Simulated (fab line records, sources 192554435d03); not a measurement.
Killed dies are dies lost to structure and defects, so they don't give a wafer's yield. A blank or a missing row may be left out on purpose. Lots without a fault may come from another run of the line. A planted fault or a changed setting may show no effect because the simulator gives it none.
Which tool did it? | flow n5_finfet | 23 lots, 69 wafers sampled, at 6 steps of a route of 1938

WHAT THE GAUGES READ, wafer by wafer
The record holds no reading of a measuring or inspecting step that can be judged against a usual standard deviation.

WHICH TOOL RAN EACH LOT (tool, then ch and the chambers of the sampled wafers, then the start)
lot  | N5_BEOL_M2_SPUTTER_48        | N5_BEOL_M2_SPUTTER_88        | N5_BEOL_M2_ANNEAL_93         | N5_BEOL_M3_ETCH_74                 | N5_BEOL_M3_TRENCH_ETCH_37                     | N5_BEOL_M3_PRE_CLEAN_45
L074 | pvd_sputter-02, day 7 01:55  | pvd_sputter-02, day 7 02:47  | pvd_sputter-02, day 7 03:19  | rie_diel-06 ch 0,2,3, day 7 05:52  | rie_diel-02 ch 1,2,3, day 7 10:31 or earlier  | pvd_sputter-03, day 7 10:31
L075 | pvd_sputter-02, day 7 07:23  | pvd_sputter-02, day 7 08:16  | pvd_sputter-02, day 7 08:47  | rie_diel-02 ch 1,2,3, day 7 11:53  | rie_diel-02 ch 0,1,2, day 7 14:04 or earlier  | pvd_sputter-01, day 7 14:04
L076 | pvd_sputter-02, day 7 09:19  | pvd_sputter-02, day 7 10:11  | pvd_sputter-02, day 7 10:43  | rie_diel-02 ch 0,2,3, day 7 13:32  | rie_diel-01 ch 0,2,3, day 7 17:15 or earlier  | pvd_sputter-01, day 7 17:15
L077 | pvd_sputter-01, day 7 12:09  | pvd_sputter-01, day 7 13:02  | pvd_sputter-01, day 7 13:33  | rie_diel-01 ch 0,1,3, day 7 17:05  | rie_diel-01 ch 0,1,2, day 7 20:32 or earlier  | pvd_sputter-03, day 7 20:32
L078 | pvd_sputter-01, day 7 14:17  | pvd_sputter-01, day 7 15:10  | pvd_sputter-01, day 7 15:41  | rie_diel-01 ch 0,1,2, day 7 18:34  | rie_diel-06 ch 1,3, day 7 20:45 or earlier    | pvd_sputter-01, day 7 20:45
L079 | pvd_sputter-01, day 7 18:01  | pvd_sputter-01, day 7 18:53  | pvd_sputter-01, day 7 19:25  | rie_diel-02 ch 1,2, day 7 21:47    | rie_diel-01 ch 1,3, day 8 00:23 or earlier    | pvd_sputter-02, day 8 00:23
L080 | pvd_sputter-02, day 8 03:58  | pvd_sputter-02, day 8 04:50  | pvd_sputter-02, day 8 05:22  | rie_diel-02 ch 0,3, day 8 08:23    | rie_diel-02 ch 0,1,3, day 8 15:08 or earlier  | pvd_sputter-02, day 8 15:08
L081 | pvd_sputter-03, day 8 21:04  | pvd_sputter-03, day 8 21:57  | pvd_sputter-03, day 8 22:28  | rie_diel-01 ch 1,2, day 9 00:52    | rie_diel-02 ch 1,2, day 9 03:08 or earlier    | pvd_sputter-03, day 9 03:08
L082 | pvd_sputter-01, day 8 21:26  | pvd_sputter-01, day 8 22:19  | pvd_sputter-01, day 8 22:50  | rie_diel-02 ch 2,3, day 9 01:16    | rie_diel-06 ch 0,1,2, day 9 03:49 or earlier  | pvd_sputter-02, day 9 03:49
L083 | pvd_sputter-01, day 9 00:11  | pvd_sputter-01, day 9 01:04  | pvd_sputter-01, day 9 01:35  | rie_diel-06 ch 1,2,3, day 9 04:07  | rie_diel-06 ch 0,2,3, day 9 06:28 or earlier  | pvd_sputter-01, day 9 06:28
L084 | pvd_sputter-03, day 9 00:46  | pvd_sputter-03, day 9 01:39  | pvd_sputter-03, day 9 02:10  | rie_diel-02 ch 0,2, day 9 04:55    | rie_diel-01 ch 0,3, day 9 14:47 or earlier    | pvd_sputter-03, day 9 14:47
L085 | pvd_sputter-03, day 9 17:29  | pvd_sputter-03, day 9 18:22  | pvd_sputter-03, day 9 18:53  | rie_diel-01 ch 0,1,3, day 9 22:13  | rie_diel-02 ch 2,3, day 10 01:20 or earlier   | pvd_sputter-01, day 10 01:20
L086 | pvd_sputter-01, day 9 22:11  | pvd_sputter-01, day 9 23:04  | pvd_sputter-01, day 9 23:35  | rie_diel-06 ch 0,2,3, day 10 02:22 | rie_diel-02 ch 0,1,2, day 10 07:46 or earlier | pvd_sputter-02, day 10 07:46
L087 | pvd_sputter-02, day 10 02:32 | pvd_sputter-02, day 10 03:25 | pvd_sputter-02, day 10 03:56 | rie_diel-06 ch 2,3, day 10 07:55   | rie_diel-02 ch 0,1, day 10 12:54 or earlier   | pvd_sputter-03, day 10 12:54
L089 | pvd_sputter-02, day 10 05:44 | pvd_sputter-02, day 10 06:37 | pvd_sputter-02, day 10 07:08 | rie_diel-02 ch 0,1,2, day 10 13:22 | rie_diel-06 ch 1,2,3, day 10 16:06 or earlier | pvd_sputter-03, day 10 16:06
L088 | pvd_sputter-02, day 10 16:37 | pvd_sputter-02, day 10 17:29 | pvd_sputter-02, day 10 18:01 | rie_diel-01 ch 0,1,3, day 10 20:13 | rie_diel-01 ch 0,3, day 11 07:06 or earlier   | pvd_sputter-01, day 11 07:06
L090 | pvd_sputter-03, day 10 16:50 | pvd_sputter-03, day 10 17:43 | pvd_sputter-03, day 10 18:14 | rie_diel-06 ch 1,2,3, day 10 22:29 | rie_diel-02 ch 2,3, day 11 07:31 or earlier   | pvd_sputter-02, day 11 07:31
L091 | pvd_sputter-01, day 10 23:13 | pvd_sputter-01, day 11 00:05 | pvd_sputter-01, day 11 00:37 | rie_diel-01 ch 1,3, day 11 06:57   | rie_diel-06 ch 3, day 12 02:35 or earlier     | pvd_sputter-01, day 12 02:35
L092 | pvd_sputter-02, day 11 07:42 | pvd_sputter-02, day 11 08:35 | pvd_sputter-02, day 11 09:06 | rie_diel-02 ch 0,2,3, day 11 13:01 | rie_diel-01 ch 0,1,2, day 12 02:57 or earlier | pvd_sputter-02, day 12 02:57
L093 | pvd_sputter-02, day 11 21:58 | pvd_sputter-02, day 11 22:51 | pvd_sputter-02, day 11 23:22 | rie_diel-06 ch 2,3, day 12 02:27   | rie_diel-01 ch 1,2,3, day 12 11:55 or earlier | pvd_sputter-02, day 12 11:55
L097 | pvd_sputter-03, day 12 17:09 | pvd_sputter-03, day 12 18:02 | pvd_sputter-03, day 12 18:33 | rie_diel-06 ch 0,2,3, day 12 22:31 | rie_diel-01 ch 0,1,3, day 13 05:02 or earlier | pvd_sputter-03, day 13 05:02
L095 | pvd_sputter-01, day 12 19:37 | pvd_sputter-01, day 12 20:29 | pvd_sputter-01, day 12 21:01 | rie_diel-06 ch 0,2,3, day 12 23:28 | rie_diel-06 ch 2,3, day 13 08:01 or earlier   | pvd_sputter-01, day 13 08:01
L096 | pvd_sputter-01, day 12 21:27 | pvd_sputter-01, day 12 22:20 | pvd_sputter-01, day 12 22:51 | rie_diel-02 ch 1,2,3, day 13 04:58 | rie_diel-02 ch 2,3, day 13 08:33 or earlier   | pvd_sputter-03, day 13 08:33
- N5_BEOL_M2_SPUTTER_48: material Cu, target thk 4.5 nm, time 8.29 s.
- N5_BEOL_M2_SPUTTER_88: material Cu, target thk 4.5 nm, time 8.29 s.
- N5_BEOL_M2_ANNEAL_93: time 240 s.
- N5_BEOL_M3_ETCH_74: etches underlayer in N2/H2, target depth 6.5 nm, time 5.2 s.
- N5_BEOL_M3_TRENCH_ETCH_37: etches SiOC in C4F6/O2, target depth 55.555 nm, time 29.2 s.
- N5_BEOL_M3_PRE_CLEAN_45: time 30 s.

WHAT THE TOOLS THEMSELVES READ (means of the sampled wafers that have a number; where no wafer has one, the mark that the record gives instead)
N5_BEOL_M2_SPUTTER_48. Usual: chuck_gas_flow_sccm 1.26 sccm, standard deviation 0.05; chuck_sensor_temp_C -16.1 C, standard deviation 0.55; throttle_valve_pct 29.9 %, standard deviation 0.98.
lot  | tool           | chuck_gas_flow_sccm (sccm) | chuck_sensor_temp_C (C) | throttle_valve_pct (%) | flag
L074 | pvd_sputter-02 | 1.27                       | -15.9                   | 30.1                   |
L075 | pvd_sputter-02 | 1.26                       | -16.3                   | 29.4                   |
L076 | pvd_sputter-02 | 1.34                       | -16.2                   | 29.1                   |
L077 | pvd_sputter-01 | 1.22                       | -16.6                   | 30.4                   |
L078 | pvd_sputter-01 | 1.27                       | -16.5                   | 30.5                   |
L079 | pvd_sputter-01 | 1.25                       | -16.7                   | 30.1                   |
L080 | pvd_sputter-02 | 1.28                       | -16.7                   | 28.9                   |
L081 | pvd_sputter-03 | 1.22                       | -15.4                   | 29.9                   |
L082 | pvd_sputter-01 | 1.26                       | -16.2                   | 30.3                   |
L083 | pvd_sputter-01 | 1.27                       | -16.5                   | 30.5                   |
L084 | pvd_sputter-03 | 1.26                       | -15.5                   | 30.5                   |
L085 | pvd_sputter-03 | 1.27                       | -15.3                   | 30.0                   |
L086 | pvd_sputter-01 | 1.29                       | -16.6                   | 30.4                   |
L087 | pvd_sputter-02 | 1.31                       | -15.8                   | 28.6                   |
L089 | pvd_sputter-02 | 1.26                       | -16.4                   | 28.5                   |
L088 | pvd_sputter-02 | 1.28                       | -16.2                   | 29.0                   |
L090 | pvd_sputter-03 | 1.27                       | -15.8                   | 31.3                   |
L091 | pvd_sputter-01 | 1.25                       | -16.6                   | 30.4                   |
L092 | pvd_sputter-02 | 1.26                       | -15.7                   | 30.0                   |
L093 | pvd_sputter-02 | 1.25                       | -15.9                   | 29.1                   |
L097 | pvd_sputter-03 | 1.26                       | -16.0                   | 30.9                   |
L095 | pvd_sputter-01 | 1.22                       | -16.1                   | 29.8                   |
L096 | pvd_sputter-01 | 1.24                       | -16.8                   | 30.6                   |

N5_BEOL_M2_SPUTTER_88. Usual: chuck_gas_flow_sccm 1.26 sccm, standard deviation 0.055; chuck_sensor_temp_C -16.1 C, standard deviation 0.55; throttle_valve_pct 29.9 %, standard deviation 0.97.
lot  | tool           | chuck_gas_flow_sccm (sccm) | chuck_sensor_temp_C (C) | throttle_valve_pct (%) | flag
L074 | pvd_sputter-02 | 1.26                       | -16.0                   | 29.9                   |
L075 | pvd_sputter-02 | 1.28                       | -16.2                   | 29.6                   |
L076 | pvd_sputter-02 | 1.30                       | -16.2                   | 29.1                   |
L077 | pvd_sputter-01 | 1.23                       | -16.6                   | 30.4                   |
L078 | pvd_sputter-01 | 1.25                       | -16.5                   | 30.6                   |
L079 | pvd_sputter-01 | 1.25                       | -16.6                   | 30.2                   |
L080 | pvd_sputter-02 | 1.28                       | -16.7                   | 29.0                   |
L081 | pvd_sputter-03 | 1.26                       | -15.3                   | 29.8                   |
L082 | pvd_sputter-01 | 1.23                       | -16.2                   | 30.3                   |
L083 | pvd_sputter-01 | 1.23                       | -16.5                   | 30.3                   |
L084 | pvd_sputter-03 | 1.23                       | -15.5                   | 30.6                   |
L085 | pvd_sputter-03 | 1.26                       | -15.3                   | 29.9                   |
L086 | pvd_sputter-01 | 1.31                       | -16.6                   | 30.5                   |
L087 | pvd_sputter-02 | 1.29                       | -15.8                   | 28.8                   |
L089 | pvd_sputter-02 | 1.26                       | -16.4                   | 28.7                   |
L088 | pvd_sputter-02 | 1.30                       | -16.1                   | 29.2                   |
L090 | pvd_sputter-03 | 1.23                       | -15.9                   | 31.2                   |
L091 | pvd_sputter-01 | 1.25                       | -16.6                   | 30.3                   |
L092 | pvd_sputter-02 | 1.30                       | -15.7                   | 29.9                   |
L093 | pvd_sputter-02 | 1.26                       | -15.8                   | 29.2                   |
L097 | pvd_sputter-03 | 1.23                       | -16.0                   | 30.8                   |
L095 | pvd_sputter-01 | 1.21                       | -16.0                   | 29.7                   |
L096 | pvd_sputter-01 | 1.26                       | -16.6                   | 30.4                   |

N5_BEOL_M2_ANNEAL_93. Usual: heater_power_w 821 W, standard deviation 60.
lot  | tool           | heater_power_w (W) | flag
L074 | pvd_sputter-02 | 795                |
L075 | pvd_sputter-02 | 801                |
L076 | pvd_sputter-02 | 812                |
L077 | pvd_sputter-01 | 841                |
L078 | pvd_sputter-01 | 818                |
L079 | pvd_sputter-01 | 840                |
L080 | pvd_sputter-02 | 840                |
L081 | pvd_sputter-03 | 934                |
L082 | pvd_sputter-01 | 832                |
L083 | pvd_sputter-01 | 837                |
L084 | pvd_sputter-03 | 872                |
L085 | pvd_sputter-03 | 921                |
L086 | pvd_sputter-01 | 848                |
L087 | pvd_sputter-02 | 769                |
L089 | pvd_sputter-02 | 804                |
L088 | pvd_sputter-02 | 794                |
L090 | pvd_sputter-03 | 827                |
L091 | pvd_sputter-01 | 798                |
L092 | pvd_sputter-02 | 765                |
L093 | pvd_sputter-02 | 777                |
L097 | pvd_sputter-03 | 864                |
L095 | pvd_sputter-01 | 784                |
L096 | pvd_sputter-01 | 809                |

N5_BEOL_M3_ETCH_74. Usual: chamber_pressure_mTorr 30.00 mTorr, standard deviation 0.041; drypump_motor_current_A 5.53 A, standard deviation 0.27; etch_rf_on_time_s 5.20 s, standard deviation 0.11; h2_flow_sccm 200.0 sccm, standard deviation 0.6; oes_product_au 0.67 a.u., standard deviation 0.072; rf_vpp_V 524.3 V, standard deviation 2.3; showerhead_plenum_p_Torr 2.56 Torr, standard deviation 0.08; throttle_valve_pct 17.78 %, standard deviation 0.27.
lot  | tool        | chamber_pressure_mTorr (mTorr) | drypump_motor_current_A (A) | etch_rf_on_time_s (s) | h2_flow_sccm (sccm) | oes_product_au (a.u.) | rf_vpp_V (V) | showerhead_plenum_p_Torr (Torr) | throttle_valve_pct (%) | flag
L074 | rie_diel-06 | 30.04                          | 5.70                        | 5.16                  | 200.7               | 0.66                  | 524.0        | 2.62                            | 17.76                  |
L075 | rie_diel-02 | 29.99                          | 5.61                        | 5.21                  | 199.6               | 0.70                  | 522.0        | 2.50                            | 17.65                  |
L076 | rie_diel-02 | 29.97                          | 5.44                        | 5.23                  | 200.0               | 0.66                  | 524.0        | 2.55                            | 17.75                  |
L077 | rie_diel-01 | 29.99                          | 5.35                        | 5.32                  | 200.0               | 0.66                  | 524.0        | 2.54                            | 17.83                  |
L078 | rie_diel-01 | 30.01                          | 5.56                        | 5.20                  | 200.0               | 0.62                  | 523.1        | 2.55                            | 17.98                  |
L079 | rie_diel-02 | 29.99                          | 5.73                        | 5.13                  | 200.0               | 0.72                  | 523.3        | 2.51                            | 17.63                  |
L080 | rie_diel-02 | 29.98                          | 5.26                        | 5.27                  | 200.5               | 0.63                  | 522.5        | 2.49                            | 17.92                  |
L081 | rie_diel-01 | 30.00                          | 5.66                        | 5.25                  | 199.4               | 0.67                  | 526.1        | 2.60                            | 17.94                  |
L082 | rie_diel-02 | 30.02                          | 5.67                        | 5.28                  | 199.9               | 0.68                  | 522.1        | 2.53                            | 17.50                  |
L083 | rie_diel-06 | 29.97                          | 5.53                        | 5.11                  | 200.0               | 0.65                  | 526.4        | 2.61                            | 17.75                  |
L084 | rie_diel-02 | 29.97                          | 5.35                        | 5.28                  | 200.4               | 0.63                  | 525.0        | 2.60                            | 17.84                  |
L085 | rie_diel-01 | 30.02                          | 5.35                        | 5.37                  | 200.4               | 0.72                  | 525.5        | 2.53                            | 17.71                  |
L086 | rie_diel-06 | 30.00                          | 5.71                        | 5.08                  | 199.6               | 0.65                  | 526.7        | 2.61                            | 17.81                  |
L087 | rie_diel-06 | 30.01                          | 5.75                        | 5.08                  | 199.3               | 0.69                  | 527.3        | 2.67                            | 17.55                  |
L089 | rie_diel-02 | 30.01                          | 5.56                        | 5.15                  | 200.9               | 0.67                  | 524.6        | 2.55                            | 17.75                  |
L088 | rie_diel-01 | 30.03                          | 5.35                        | 5.28                  | 200.2               | 0.72                  | 524.1        | 2.53                            | 17.73                  |
L090 | rie_diel-06 | 29.96                          | 5.56                        | 5.09                  | 200.0               | 0.64                  | 525.0        | 2.60                            | 17.78                  |
L091 | rie_diel-01 | 30.00                          | 5.37                        | 5.25                  | 200.3               | 0.76                  | 525.0        | 2.59                            | 17.55                  |
L092 | rie_diel-02 | 29.97                          | 5.42                        | 5.13                  | 199.8               | 0.72                  | 525.0        | 2.53                            | 17.64                  |
L093 | rie_diel-06 | 29.99                          | 5.58                        | 5.17                  | 199.9               | 0.64                  | 525.8        | 2.65                            | 17.74                  |
L097 | rie_diel-06 | 30.02                          | 5.71                        | 5.11                  | 200.6               | 0.72                  | 524.7        | 2.60                            | 17.67                  |
L095 | rie_diel-06 | 29.99                          | 5.70                        | 5.16                  | 199.9               | 0.72                  | 525.8        | 2.60                            | 17.67                  |
L096 | rie_diel-02 | 29.97                          | 5.63                        | 5.20                  | 199.5               | 0.66                  | 521.7        | 2.48                            | 17.71                  |

N5_BEOL_M3_TRENCH_ETCH_37. Usual: chamber_pressure_mTorr 30.00 mTorr, standard deviation 0.031; drypump_motor_current_A 5.52 A, standard deviation 0.25; oes_product_au 0.79 a.u., standard deviation 0.083; rf_vpp_V 666 V, standard deviation 15; showerhead_plenum_p_Torr 2.85 Torr, standard deviation 0.095; throttle_valve_pct 20.79 %, standard deviation 0.29.
lot  | tool        | chamber_pressure_mTorr (mTorr) | drypump_motor_current_A (A) | oes_product_au (a.u.) | rf_vpp_V (V) | showerhead_plenum_p_Torr (Torr) | throttle_valve_pct (%) | flag
L074 | rie_diel-02 | 29.98                          | 5.60                        | 0.83                  | 674          | 2.78                            | 20.62                  |
L075 | rie_diel-02 | 30.01                          | 5.54                        | 0.81                  | 681          | 2.85                            | 20.64                  |
L076 | rie_diel-01 | 30.01                          | 5.45                        | 0.76                  | 661          | 2.86                            | 21.14                  |
L077 | rie_diel-01 | 30.04                          | 5.56                        | 0.72                  | 662          | 2.87                            | 21.01                  |
L078 | rie_diel-06 | 30.01                          | 5.72                        | 0.81                  | 673          | 2.95                            | 20.71                  |
L079 | rie_diel-01 | 30.01                          | 5.36                        | 0.74                  | 665          | 2.91                            | 20.88                  |
L080 | rie_diel-02 | 30.02                          | 5.36                        | 0.76                  | 670          | 2.79                            | 20.83                  |
L081 | rie_diel-02 | 29.99                          | 5.71                        | 0.84                  | 678          | 2.79                            | 20.62                  |
L082 | rie_diel-06 | 30.04                          | 5.49                        | 0.70                  | 655          | 2.85                            | 20.89                  |
L083 | rie_diel-06 | 30.03                          | 5.68                        | 0.76                  | 655          | 2.93                            | 20.79                  |
L084 | rie_diel-01 | 29.97                          | 5.35                        | 0.78                  | 646          | 2.78                            | 20.99                  |
L085 | rie_diel-02 | 29.97                          | 5.67                        | 0.80                  | 678          | 2.81                            | 20.49                  |
L086 | rie_diel-02 | 30.00                          | 5.53                        | 0.78                  | 679          | 2.84                            | 20.68                  |
L087 | rie_diel-02 | 30.02                          | 5.30                        | 0.73                  | 678          | 2.85                            | 20.88                  |
L089 | rie_diel-06 | 29.99                          | 5.53                        | 0.75                  | 663          | 2.91                            | 20.72                  |
L088 | rie_diel-01 | 29.98                          | 5.34                        | 0.77                  | 647          | 2.78                            | 20.99                  |
L090 | rie_diel-02 | 30.00                          | 5.68                        | 0.79                  | 678          | 2.80                            | 20.51                  |
L091 | rie_diel-06 | 30.02                          | 5.87                        | 0.83                  | 672          | 3.02                            | 20.66                  |
L092 | rie_diel-01 | 30.01                          | 5.56                        | 0.88                  | 661          | 2.85                            | 20.81                  |
L093 | rie_diel-01 | 30.02                          | 5.46                        | 0.90                  | 668          | 2.91                            | 20.89                  |
L097 | rie_diel-01 | 30.04                          | 5.35                        | 0.82                  | 655          | 2.83                            | 20.85                  |
L095 | rie_diel-06 | 30.01                          | 5.58                        | 0.75                  | 650          | 2.95                            | 20.64                  |
L096 | rie_diel-02 | 30.01                          | 5.50                        | 0.75                  | 667          | 2.75                            | 20.70                  |

N5_BEOL_M3_PRE_CLEAN_45. Usual: heater_power_w 335 W, standard deviation 27.
lot  | tool           | heater_power_w (W) | flag
L074 | pvd_sputter-03 | 370                |
L075 | pvd_sputter-01 | 331                |
L076 | pvd_sputter-01 | 332                |
L077 | pvd_sputter-03 | 353                |
L078 | pvd_sputter-01 | 332                |
L079 | pvd_sputter-02 | 321                |
L080 | pvd_sputter-02 | 322                |
L081 | pvd_sputter-03 | 357                |
L082 | pvd_sputter-02 | 306                |
L083 | pvd_sputter-01 | 330                |
L084 | pvd_sputter-03 | 346                |
L085 | pvd_sputter-01 | 321                |
L086 | pvd_sputter-02 | 306                |
L087 | pvd_sputter-03 | 356                |
L089 | pvd_sputter-03 | 352                |
L088 | pvd_sputter-01 | 322                |
L090 | pvd_sputter-02 | 302                |
L091 | pvd_sputter-01 | 340                |
L092 | pvd_sputter-02 | 336                |
L093 | pvd_sputter-02 | 307                |
L097 | pvd_sputter-03 | 350                |
L095 | pvd_sputter-01 | 329                |
L096 | pvd_sputter-03 | 343                |

THE ANSWER, worked out from the rows above alone
Rule: a lot is off if the mean of its wafers that have a number lies more than 3 standard deviations from the usual mean. A lot without any number at a reading at which 4 lots or more have one is off too. The other lots that the step has rows for count as sound. The gauges are gone through in route order, then the tools' own readings, and for those a lot's mean is taken as printed above. The first step at which some lot is off is used, and at that step the reading that is off furthest; a lot without a number counts as furthest.
No lot is off at any reading shown: from this, nothing can be told.

WHAT THE SIMULATOR HAD PUT IN
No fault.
